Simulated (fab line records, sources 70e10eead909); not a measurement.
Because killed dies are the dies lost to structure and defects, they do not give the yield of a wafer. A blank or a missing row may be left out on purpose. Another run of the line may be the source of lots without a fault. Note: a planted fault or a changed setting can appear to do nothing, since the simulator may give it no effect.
Comparing a struck lot with a sound one ; flow nandHarc ; 15 steps out of a route of 1302
Sound: these wafers, L440.1, L440.3, L440.5. Struck: wafer L448.2 (left out: L448.4, a lot-mate that was not struck); the cause follows at the end.
Each step with rows lists, per side, the tool, then ch with its chambers, then its first start. Under that, the readings that differ: sound wafers ; struck wafers ; difference of the means ; sigmas: that difference in standard deviations of wafers without a fault.
alike: readings with means less than 2 such deviations apart, plus words and numbers identical on both sides. not compared: withheld readings, readings lacking a value on some wafer, bounds such as >300 that could conceal the same value, and numbers that have no deviation in the record and whose values overlap.
A row with sigmas, a row that says differs or no value, or rows on one side alone: a step with any of these is where the two part. When numbers do not overlap yet have no deviation, they are printed without sigmas and do not part them. Lack of a reading on every wafer of one side parts them only where that side has two or more wafers.

first, 1 step without rows for these wafers: NHARC_A_ONON_D1_DEP_09 (target thk 1000 nm).
NHARC_A_ONON_D1_THK_MEAS_11: measures by ellipsometry.
  struck on filmMetro-01, day 13 03:20; sound on filmMetro-01, day 10 07:20
  alike: thkNm
then NHARC_A_ONON_D1_DEP_12 (target thk 1000 nm), 1 step lacking rows for these wafers.
NHARC_A_ONON_D1_THK_MEAS_14: measures by ellipsometry.
  struck on filmMetro-01, day 13 03:53; sound on filmMetro-01, day 10 07:54
  alike: thkNm
then, 2 steps without rows for these wafers: NHARC_A_ONON_D1_ANNEAL_15 (time 3600 s); NHARC_A_ONON_D1_DEP_16 (target thk 1000 nm).
NHARC_A_ONON_D1_THK_MEAS_18: measures by ellipsometry.
  struck on filmMetro-02, day 13 08:22; sound on filmMetro-02, day 10 15:58
reading;sound;struck;difference;sigmas
thkNm (nm);976 977 976;1010;+34;+3
then NHARC_A_ONON_D1_DEP_19 (target thk 1000 nm), 1 step lacking rows for these wafers.
NHARC_A_ONON_D1_THK_MEAS_21: measures by ellipsometry.
  struck on filmMetro-01, day 13 08:56; sound on filmMetro-01, day 10 16:37
  alike: thkNm
then NHARC_A_ONON_D1_DEP_22 (target thk 1000 nm), 1 step lacking rows for these wafers.
NHARC_A_ONON_D1_THK_MEAS_24: measures by ellipsometry.
  struck on filmMetro-01, day 13 09:29; sound on filmMetro-01, day 10 17:11
  alike: thkNm
NHARC_A_ONON_D1_DEP_25: target thk 1000 nm.
  sound on pecvdOnon-02 ch 0, day 10 17:14; struck on pecvdOnon-02 ch 0, day 13 09:37
NHARC_A_ONON_D1_THK_MEAS_27: measures by ellipsometry.
  struck on filmMetro-02, day 13 10:04; sound on filmMetro-01, day 10 17:45
reading;sound;struck;difference;sigmas
thkNm (nm);995 995 995;1801;+806;+98
then NHARC_A_ONON_D1_DEP_28 (target thk 1000 nm), 1 step lacking rows for these wafers.
-- jump in the record: it breaks off in module A_ONON_D1 and resumes in module END (first step shown: number 1302 of the route), and 16 days separate the struck wafers' starts before and after --
NHARC_END_SORT_01:
  at this point the record logs the struck wafers (prober-01 ch 0, day 29 06:19) and has no rows for the sound ones

WHERE THEY PART
At NHARC_A_ONON_D1_THK_MEAS_18 first; at NHARC_END_SORT_01 last (within this record only).

WHY: what had been put in by the simulator
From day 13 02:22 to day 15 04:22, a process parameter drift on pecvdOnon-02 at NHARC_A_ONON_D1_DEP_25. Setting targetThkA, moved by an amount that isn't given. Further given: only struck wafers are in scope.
